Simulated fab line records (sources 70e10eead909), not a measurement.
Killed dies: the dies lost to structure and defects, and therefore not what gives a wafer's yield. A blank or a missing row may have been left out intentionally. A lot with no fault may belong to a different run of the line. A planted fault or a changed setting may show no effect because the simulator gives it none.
fab line records | flow nand-harc | part 2 of 2: steps 5 to 6 of 6
record: lots: 23 | wafers: 69 | last-day: 25
route steps=1159 shown A_CHANNEL_HOLE_D1@471 A_CHANNEL_FILL_D1@493 A_STAIRCASE@533
lots untouched by any fault: they come from a run of this same line in which no faults occurred
start-h: hours from the record's opening day to when the first of the lot's shown wafers began | wait-h: how many hours have passed since the lot's step before this one | " repeats the value in the row above | L1.1+2: several wafers, shown together as one row | - value missing, or start not given | * or withheld: withheld | < > ~ a bound
route shown NAME@n: names a module that has steps shown in the file, with the first one's number in the route | usual: mean/standard deviation of fault-free wafers | same: alike in all rows | chamber/n: place in a boat | sites: the reading at each site | _std_site: the values' standard deviation | _edge_site: inner sites' mean taken away from outer sites' mean | radius-mm: for every site, how far away it sits from the centre of the wafer | mask NAME#n: copy n | behind: tool/chamber where the wafer was last shaped | hold: reason for holding the lot/hours on hold/outcome of the hold | device: transistor that didn't switch, given as n, p or np | end of line: at the end of the route, the tests of the same wafers | a step without rows: its recipe alone | killed: at the first sort, the dies lost to defects and structure; wafer yield is something else | map: the dies of a wafer, with x for killed, . for not killed, _ for no die there
set.NAME: setting as actually run; set.NAME@STEP: the setting as run at that earlier step | model.NAME: the simulator's own value behind a step, which no gauge read
route steps across a sampled set of lots; one table per step, one row per wafer
services: when a tool's chamber went out of use (start-h, in hours from the record's first day, below 0 if earlier), for how many hours, and the reason
== steps ==
step: NHARC_A_STAIRCASE_TRIM_14
recipe: time-s: 211.2 | o2-flow-sccm: 500 | ar-flow-sccm: 0 | bias-w: 0 | chemistry: O2
usual: drypump-motor-current-A: 5.7/0.33 | mfc-ar-sccm: 0.002/0.0044 | oes-product-au: 1.006/0.0073 | rf-vpp-V: 57.9/0.93 | showerhead-plenum-p-Torr: 3.56/0.11 | throttle-valve-pct: 17.037/0.0091
lot.wafer | tool        | chamber | start-h | wait-h | drypump-motor-current-A | mfc-ar-sccm | oes-product-au | rf-hours-counter-h | rf-vpp-V | showerhead-plenum-p-Torr | throttle-valve-pct
L075.3    | rie-diel-04 | 0       | -       | -      | 5.9                     | 0.013       | 1.010          | 52                 | 57.0     | 3.62                     | 17.015
L075.6    | "           | 0       | "       | "      | 5.9                     | 0.013       | 1.004          | -                  | 57.9     | 3.62                     | 17.038
L075.5    | "           | 1       | "       | "      | 5.0                     | 0           | 1.008          | -                  | 59.0     | 3.49                     | 17.049
L074.4    | rie-diel-11 | 1       | -       | -      | 5.5                     | 0.007       | 1.007          | 14                 | 60.4     | 3.61                     | 17.031
L074.5    | "           | 3       | "       | "      | 5.9                     | 0           | 1.005          | -                  | 57.1     | 3.62                     | 17.044
L074.6    | "           | 0       | "       | "      | 5.3                     | 0           | 1.013          | -                  | 57.7     | 3.53                     | 17.034
L076.1    | rie-diel-05 | 1       | -       | -      | 6.0                     | 0.017       | 1.016          | 31                 | 57.6     | 3.66                     | 17.035
L076.4    | "           | 3       | "       | "      | 6.0                     | 0           | 1.003          | 30                 | 56.4     | 3.35                     | 17.043
L076.6    | "           | 1       | "       | "      | 6.0                     | 0.017       | 1.012          | -                  | 57.5     | 3.66                     | 17.030
L078.2    | rie-diel-11 | 0       | -       | -      | 5.3                     | 0           | 1.010          | 17                 | 58.2     | 3.52                     | 17.040
L078.6    | "           | 2       | "       | "      | 6.1                     | 0           | 1.015          | -                  | 58.2     | 3.77                     | 17.053
L078.5    | "           | 3       | "       | "      | 5.9                     | 0           | 1.003          | -                  | 57.9     | 3.62                     | 17.038
L077.1    | rie-diel-05 | 1       | -       | -      | 6.0                     | 0.017       | 1.013          | 35                 | 58.2     | 3.66                     | 17.034
L077.3    | "           | 2       | "       | "      | 5.4                     | 0           | 0.998          | 35                 | 57.8     | 3.49                     | 17.043
L077.5    | "           | 2       | "       | "      | 5.5                     | 0           | 0.996          | -                  | 58.0     | 3.49                     | 17.050
L080.1    | rie-diel-11 | 2       | -       | -      | 6.1                     | 0           | 1.005          | 24                 | 58.9     | 3.76                     | 17.018
L080.3    | "           | 0       | "       | "      | 5.3                     | 0           | 1.012          | 24                 | 58.0     | 3.52                     | 17.048
L080.2    | "           | 1       | "       | "      | 5.5                     | 0.007       | 1.009          | 23                 | 58.1     | 3.61                     | 17.027
L081.3    | rie-diel-11 | 0       | -       | -      | 5.3                     | 0           | 1.018          | 25                 | 56.8     | 3.52                     | 17.031
L081.4    | "           | 1       | "       | "      | 5.5                     | 0.007       | 0.996          | 25                 | 59.0     | 3.61                     | 17.034
L081.6    | "           | 1       | "       | "      | 5.5                     | 0.007       | 0.995          | -                  | 57.4     | 3.61                     | 17.046
L082.1    | rie-diel-05 | 2       | -       | -      | 5.5                     | 0           | 1.004          | 44                 | 56.1     | 3.49                     | 17.048
L082.4    | "           | 1       | "       | "      | 6.0                     | 0.017       | 1.008          | 46                 | 55.7     | 3.65                     | 17.044
L082.5    | "           | 2       | "       | "      | 5.5                     | 0           | 1.005          | -                  | 57.8     | 3.49                     | 17.044
L084.1    | rie-diel-11 | 2       | -       | -      | 6.1                     | 0           | 1.006          | 35                 | 57.6     | 3.76                     | 17.034
L084.4    | "           | 3       | "       | "      | 5.9                     | 0           | 0.996          | 35                 | 58.4     | 3.61                     | 17.034
L084.5    | "           | 0       | "       | "      | 5.3                     | 0           | 1.014          | -                  | 57.1     | 3.52                     | 17.047
L083.2    | rie-diel-11 | 1       | -       | -      | 5.5                     | 0.007       | 1.008          | 35                 | 57.2     | 3.60                     | 17.027
L083.4    | "           | 2       | "       | "      | 6.0                     | 0           | 1.014          | 36                 | 58.6     | 3.76                     | 17.043
L083.5    | "           | 2       | "       | "      | 6.1                     | 0           | 1.000          | -                  | 58.4     | 3.76                     | 17.022
L086.2    | rie-diel-11 | 2       | -       | -      | 6.1                     | 0           | 0.991          | 43                 | 57.6     | 3.75                     | 17.034
L086.1    | "           | 3       | "       | "      | 5.9                     | 0           | 0.999          | 41                 | 56.7     | 3.61                     | 17.037
L086.3    | "           | 1       | "       | "      | 5.5                     | 0.007       | 0.995          | 41                 | 59.7     | 3.60                     | 17.031
L088.4    | rie-diel-05 | 3       | -       | -      | 6.0                     | 0           | 1.003          | -                  | 56.4     | 3.34                     | 17.033
L088.6    | "           | 0       | "       | "      | 6.1                     | 0           | 1.015          | -                  | 59.7     | 3.54                     | 17.041
L088.5    | "           | 2       | "       | "      | 5.4                     | 0           | 1.009          | -                  | 56.7     | 3.48                     | 17.043
L087.5    | rie-diel-05 | 0       | -       | -      | 6.1                     | 0           | 1.019          | -                  | 56.7     | 3.54                     | 17.050
L087.4    | "           | 2       | "       | "      | 5.5                     | 0           | 1.005          | -                  | 57.1     | 3.48                     | 17.043
L087.6    | "           | 3       | "       | "      | 6.0                     | 0           | 0.993          | -                  | 56.0     | 3.34                     | 17.044
L085.4    | rie-diel-11 | 0       | -       | -      | 5.3                     | 0           | 1.013          | 41                 | 58.0     | 3.51                     | 17.041
L085.5    | "           | 3       | "       | "      | 5.9                     | 0           | 0.996          | -                  | 59.8     | 3.61                     | 17.040
L085.6    | "           | 0       | "       | "      | 5.3                     | 0           | 1.015          | -                  | 57.5     | 3.51                     | 17.041
L089.1    | rie-diel-11 | 2       | -       | -      | 6.1                     | 0           | 0.995          | 46                 | 58.0     | 3.75                     | 17.044
L089.3    | "           | 3       | "       | "      | 5.9                     | 0           | 0.997          | 44                 | 58.2     | 3.61                     | 17.041
L089.6    | "           | 0       | "       | "      | 5.3                     | 0           | 0.996          | -                  | 57.5     | 3.51                     | 17.038
L091.2    | rie-diel-05 | 2       | -       | -      | 5.4                     | 0           | 1.001          | 59                 | 57.7     | 3.48                     | 17.036
L091.4    | "           | 3       | "       | "      | 6.0                     | 0           | 1.004          | -                  | 57.2     | 3.34                     | 17.043
L091.6    | "           | 2       | "       | "      | 5.4                     | 0           | 1.008          | -                  | 58.4     | 3.48                     | 17.010
L092.2    | rie-diel-11 | 2       | -       | -      | 6.1                     | 0           | 1.003          | 49                 | 58.4     | 3.75                     | 17.029
L092.3    | "           | 1       | "       | "      | 5.5                     | 0.007       | 0.997          | 47                 | 58.2     | 3.59                     | 17.049
L092.6    | "           | 2       | "       | "      | 6.1                     | 0           | 1.013          | -                  | 58.7     | 3.75                     | 17.041
L090.2    | rie-diel-11 | 1       | -       | -      | 5.5                     | 0.007       | 0.994          | 47                 | 56.1     | 3.59                     | 17.035
L090.4    | "           | 3       | "       | "      | 5.9                     | 0           | 1.000          | 47                 | 58.5     | 3.60                     | 17.026
L090.5    | "           | 2       | "       | "      | 6.1                     | 0           | 1.006          | -                  | 60.1     | 3.75                     | 17.042
L093.1    | rie-diel-11 | 0       | -       | -      | 5.3                     | 0           | 1.014          | 48                 | 58.3     | 3.51                     | 17.036
L093.2    | "           | 1       | "       | "      | 5.6                     | 0.007       | 1.004          | 50                 | 57.6     | 3.59                     | 17.039
L093.3    | "           | 3       | "       | "      | 5.9                     | 0           | 1.009          | 50                 | 57.5     | 3.60                     | 17.048
L094.1    | rie-diel-05 | 3       | -       | -      | 6.0                     | 0           | 1.003          | 1                  | 56.9     | 3.33                     | 17.049
L094.4    | "           | 2       | "       | "      | 5.5                     | 0           | 1.008          | -                  | 57.4     | 3.48                     | 17.039
L094.6    | "           | 3       | "       | "      | 5.9                     | 0           | 1.002          | -                  | 57.2     | 3.33                     | 17.036
L095.2    | rie-diel-04 | 1       | -       | -      | 5.0                     | 0           | 1.002          | 23                 | 57.6     | 3.48                     | 17.033
L095.4    | "           | 3       | "       | "      | 6.2                     | 0           | 1.007          | 25                 | 56.8     | 3.54                     | 17.026
L095.6    | "           | 0       | "       | "      | 5.9                     | 0.013       | 1.017          | -                  | 58.1     | 3.59                     | 17.039
L096.3    | rie-diel-11 | 3       | -       | -      | 5.9                     | 0           | 0.999          | 55                 | 57.4     | 3.60                     | 17.023
L096.2    | "           | 2       | "       | "      | 6.1                     | 0           | 1.012          | 60                 | 57.7     | 3.74                     | 17.039
L096.5    | "           | 0       | "       | "      | 5.3                     | 0           | 1.016          | -                  | 56.5     | 3.50                     | 17.047
L097.2    | rie-diel-11 | 1       | -       | -      | 5.6                     | 0.007       | 1.015          | 1                  | 57.5     | 3.59                     | 17.034
L097.1    | "           | 2       | "       | "      | 6.1                     | 0           | 1.014          | 1                  | 58.3     | 3.74                     | 17.040
L097.6    | "           | 0       | "       | "      | 5.3                     | 0           | 1.005          | -                  | 57.8     | 3.50                     | 17.029
step: NHARC_A_STAIRCASE_TRIM_22
recipe: time-s: 211.2 | o2-flow-sccm: 500 | ar-flow-sccm: 0 | bias-w: 0 | chemistry: O2
usual: drypump-motor-current-A: 5.8/0.33 | mfc-ar-sccm: 0.002/0.0049 | oes-product-au: 1.003/0.0075 | rf-vpp-V: 57.7/0.8 | showerhead-plenum-p-Torr: 3.56/0.11 | throttle-valve-pct: 17.036/0.0096
lot.wafer | tool        | chamber | start-h | wait-h | drypump-motor-current-A | mfc-ar-sccm | oes-product-au | rf-hours-counter-h | rf-vpp-V | showerhead-plenum-p-Torr | throttle-valve-pct
L075.3    | rie-diel-05 | 2       | -       | -      | 5.4                     | 0           | 1.013          | 30                 | 57.0     | 3.49                     | 17.047
L075.6    | "           | 1       | "       | "      | 6.0                     | 0.017       | 1.016          | -                  | 57.2     | 3.66                     | 17.041
L075.5    | "           | 2       | "       | "      | 5.4                     | 0           | 1.005          | -                  | 56.9     | 3.49                     | 17.037
L074.4    | rie-diel-11 | 1       | -       | -      | 5.5                     | 0.007       | 1.001          | 15                 | 58.8     | 3.61                     | 17.040
L074.5    | "           | 1       | "       | "      | 5.5                     | 0.007       | 1.003          | -                  | 58.3     | 3.61                     | 17.030
L074.6    | "           | 2       | "       | "      | 6.1                     | 0           | 0.998          | -                  | 58.3     | 3.77                     | 17.041
L076.1    | rie-diel-11 | 0       | -       | -      | 5.2                     | 0           | 1.009          | 18                 | 56.6     | 3.52                     | 17.027
L076.4    | "           | 1       | "       | "      | 5.6                     | 0.007       | 1.005          | 17                 | 59.4     | 3.61                     | 17.020
L076.6    | "           | 0       | "       | "      | 5.3                     | 0           | 1.009          | -                  | 57.9     | 3.52                     | 17.034
L078.2    | rie-diel-05 | 3       | -       | -      | 6.0                     | 0           | 0.998          | 31                 | 57.3     | 3.35                     | 17.047
L078.5    | "           | 0       | "       | "      | 6.1                     | 0           | 1.005          | -                  | 56.6     | 3.56                     | 17.027
L078.6    | "           | 1       | "       | "      | 6.0                     | 0.017       | 1.009          | -                  | 58.0     | 3.66                     | 17.055
L077.3    | rie-diel-05 | 2       | -       | -      | 5.4                     | 0           | 1.007          | 36                 | 57.7     | 3.49                     | 17.041
L077.1    | "           | 0       | "       | "      | 6.1                     | 0           | 1.017          | 32                 | 57.5     | 3.56                     | 17.029
L077.5    | "           | 2       | "       | "      | 5.4                     | 0           | 1.012          | -                  | 58.2     | 3.49                     | 17.044
L080.1    | rie-diel-04 | 1       | -       | -      | 5.1                     | 0           | 1.003          | 56                 | 56.9     | 3.49                     | 17.038
L080.3    | "           | 2       | "       | "      | 5.6                     | 0           | 0.996          | 51                 | 56.2     | 3.45                     | 17.035
L080.2    | "           | 3       | "       | "      | 6.2                     | 0           | 1.005          | 63                 | 57.6     | 3.56                     | 17.040
L081.3    | rie-diel-11 | 1       | -       | -      | 5.6                     | 0.007       | 0.997          | 25                 | 57.6     | 3.61                     | 17.048
L081.4    | "           | 2       | "       | "      | 6.1                     | 0           | 1.005          | 27                 | 58.4     | 3.76                     | 17.031
L081.6    | "           | 0       | "       | "      | 5.3                     | 0           | 1.007          | -                  | 57.5     | 3.52                     | 17.024
L082.4    | rie-diel-05 | 0       | -       | -      | 6.1                     | 0           | 1.008          | 42                 | 59.0     | 3.55                     | 17.022
L082.1    | "           | 3       | "       | "      | 6.0                     | 0           | 1.002          | 42                 | 58.3     | 3.35                     | 17.032
L082.5    | "           | 1       | "       | "      | 6.0                     | 0.017       | 0.998          | -                  | 56.7     | 3.65                     | 17.044
L084.1    | rie-diel-11 | 2       | -       | -      | 6.1                     | 0           | 1.008          | 35                 | 57.8     | 3.76                     | 17.033
L084.4    | "           | 3       | "       | "      | 5.9                     | 0           | 1.005          | 35                 | 56.9     | 3.61                     | 17.042
L084.5    | "           | 3       | "       | "      | 5.9                     | 0           | 1.016          | -                  | 58.2     | 3.61                     | 17.058
L083.2    | rie-diel-04 | 3       | -       | -      | 6.2                     | 0           | 1.004          | 1                  | 58.4     | 3.56                     | 17.021
L083.4    | "           | 1       | "       | "      | 5.0                     | 0           | 0.979          | 2                  | 56.4     | 3.49                     | 17.027
L083.5    | "           | 3       | "       | "      | 6.2                     | 0           | 0.994          | -                  | 57.2     | 3.56                     | 17.042
L086.1    | rie-diel-11 | 2       | -       | -      | 6.1                     | 0           | 1.013          | 44                 | 58.0     | 3.75                     | 17.018
L086.2    | "           | 3       | "       | "      | 5.9                     | 0           | 1.004          | 41                 | 56.9     | 3.61                     | 17.040
L086.3    | "           | 1       | "       | "      | 5.6                     | 0.007       | 1.004          | 42                 | 56.9     | 3.60                     | 17.045
L088.5    | rie-diel-05 | 2       | -       | -      | 5.5                     | 0           | 1.008          | -                  | 58.6     | 3.48                     | 17.038
L088.6    | "           | 3       | "       | "      | 6.0                     | 0           | 0.995          | -                  | 57.9     | 3.34                     | 17.032
L088.4    | "           | 0       | "       | "      | 6.1                     | 0           | 1.019          | -                  | 56.6     | 3.54                     | 17.024
L087.4    | rie-diel-11 | 3       | -       | -      | 5.9                     | 0           | 1.005          | 43                 | 57.9     | 3.61                     | 17.049
L087.5    | "           | 2       | "       | "      | 6.0                     | 0           | 1.001          | -                  | 58.8     | 3.75                     | 17.031
L087.6    | "           | 3       | "       | "      | 5.9                     | 0           | 1.006          | -                  | 58.0     | 3.61                     | 17.027
L085.6    | rie-diel-05 | 0       | -       | -      | 6.2                     | 0           | 1.012          | -                  | 58.3     | 3.54                     | 17.038
L085.5    | "           | 2       | "       | "      | 5.4                     | 0           | 1.002          | -                  | 57.0     | 3.48                     | 17.030
L085.4    | "           | 3       | "       | "      | 6.0                     | 0           | 1.006          | -                  | 55.4     | 3.34                     | 17.022
L089.3    | rie-diel-11 | 3       | -       | -      | 5.9                     | 0           | 0.998          | 45                 | 58.5     | 3.61                     | 17.034
L089.1    | "           | 0       | "       | "      | 5.3                     | 0           | 1.001          | 43                 | 58.4     | 3.51                     | 17.035
L089.6    | "           | 1       | "       | "      | 5.5                     | 0.007       | 0.991          | -                  | 58.5     | 3.59                     | 17.044
L091.2    | rie-diel-05 | 2       | -       | -      | 5.5                     | 0           | 0.993          | 60                 | 56.9     | 3.48                     | 17.029
L091.4    | "           | 2       | "       | "      | 5.5                     | 0           | 0.998          | -                  | 57.2     | 3.48                     | 17.023
L091.6    | "           | 0       | "       | "      | 6.1                     | 0           | 1.009          | -                  | 57.1     | 3.54                     | 17.021
L092.3    | rie-diel-11 | 1       | -       | -      | 5.6                     | 0.007       | 0.988          | 48                 | 58.2     | 3.59                     | 17.050
L092.2    | "           | 0       | "       | "      | 5.3                     | 0           | 1.006          | 47                 | 57.8     | 3.51                     | 17.021
L092.6    | "           | 1       | "       | "      | 5.6                     | 0.007       | 0.992          | -                  | 57.9     | 3.59                     | 17.048
L090.4    | rie-diel-11 | 0       | -       | -      | 5.3                     | 0           | 1.000          | 48                 | 57.0     | 3.51                     | 17.022
L090.2    | "           | 1       | "       | "      | 5.6                     | 0.007       | 0.997          | 49                 | 57.3     | 3.59                     | 17.034
L090.5    | "           | 3       | "       | "      | 5.9                     | 0           | 1.012          | -                  | 58.6     | 3.60                     | 17.041
L093.1    | rie-diel-04 | 2       | -       | -      | 5.7                     | 0           | 0.998          | 20                 | 59.1     | 3.43                     | 17.031
L093.3    | "           | 0       | "       | "      | 6.0                     | 0.013       | 1.019          | 22                 | 57.0     | 3.60                     | 17.041
L093.2    | "           | 1       | "       | "      | 5.0                     | 0           | 0.988          | 20                 | 57.2     | 3.48                     | 17.054
L095.2    | rie-diel-11 | 0       | -       | -      | 5.3                     | 0           | 1.009          | 52                 | 58.9     | 3.51                     | 17.013
L095.6    | "           | 0       | "       | "      | 5.3                     | 0           | 1.000          | -                  | 57.5     | 3.51                     | 17.027
L095.4    | "           | 2       | "       | "      | 6.1                     | 0           | 1.005          | -                  | 56.9     | 3.74                     | 17.028
L094.1    | rie-diel-05 | 3       | 356.01  | 0.1    | 5.9                     | 0           | 0.996          | 4                  | 57.6     | 3.33                     | 17.045
L094.4    | "           | 2       | "       | "      | 5.5                     | 0           | 0.998          | -                  | 57.2     | 3.47                     | 17.032
L094.6    | "           | 2       | "       | "      | 5.5                     | 0           | 0.999          | -                  | 58.7     | 3.47                     | 17.038
L096.2    | rie-diel-04 | 1       | -       | -      | 5.0                     | 0           | 1.004          | 31                 | 57.7     | 3.47                     | 17.043
L096.3    | "           | 2       | "       | "      | 5.7                     | 0           | 1.007          | 32                 | 56.9     | 3.43                     | 17.056
L096.5    | "           | 1       | "       | "      | 5.0                     | 0           | 1.002          | -                  | 56.6     | 3.47                     | 17.013
L097.1    | rie-diel-11 | 1       | -       | -      | 5.5                     | 0.007       | 1.002          | 1                  | 58.9     | 3.59                     | 17.025
L097.2    | "           | 2       | "       | "      | 6.1                     | 0           | 1.002          | 1                  | 57.1     | 3.74                     | 17.038
L097.6    | "           | 1       | "       | "      | 5.5                     | 0.007       | 1.000          | -                  | 57.8     | 3.59                     | 17.038
== services ==
tool            | chamber | start-h | hours | kind
rie-diel-05     | -       | 163.62  | 9.0   | pm
rie-si-06       | -       | 183.00  | 9.0   | pm
plasma-asher-02 | -       | 183.25  | 9.0   | pm
rie-diel-05     | 0       | 185.02  | 4.9   | repair
rie-diel-11     | -       | 189.59  | 9.0   | pm
har-etch-01     | -       | 194.45  | 0.5   | repair
rie-diel-04     | 2       | 196.01  | 14.9  | repair
rie-si-02       | -       | 211.00  | 9.0   | pm
rie-diel-04     | 1       | 229.80  | 3.6   | repair
rie-si-01       | 2       | 251.70  | 3.9   | repair
rie-diel-04     | 1       | 253.92  | 2.7   | repair
plasma-asher-01 | -       | 276.00  | 9.0   | pm
rie-si-06       | 2       | 284.16  | 13.7  | repair
rie-si-06       | -       | 292.20  | 0.3   | repair
rie-diel-11     | 1       | 304.97  | 3.8   | repair
har-etch-01     | -       | 305.00  | 17.0  | pm
rie-diel-05     | 2       | 305.93  | 9.1   | repair
rie-diel-11     | -       | 310.36  | 0.3   | repair
plasma-asher-01 | -       | 320.51  | 0.9   | repair
rie-diel-05     | 1       | 323.17  | 52.0  | repair
rie-diel-05     | -       | 341.01  | 9.0   | pm
rie-si-06       | -       | 346.99  | 73.2  | repair
rie-diel-11     | 3       | 350.25  | 3.7   | repair
plasma-asher-02 | -       | 360.55  | 9.0   | pm
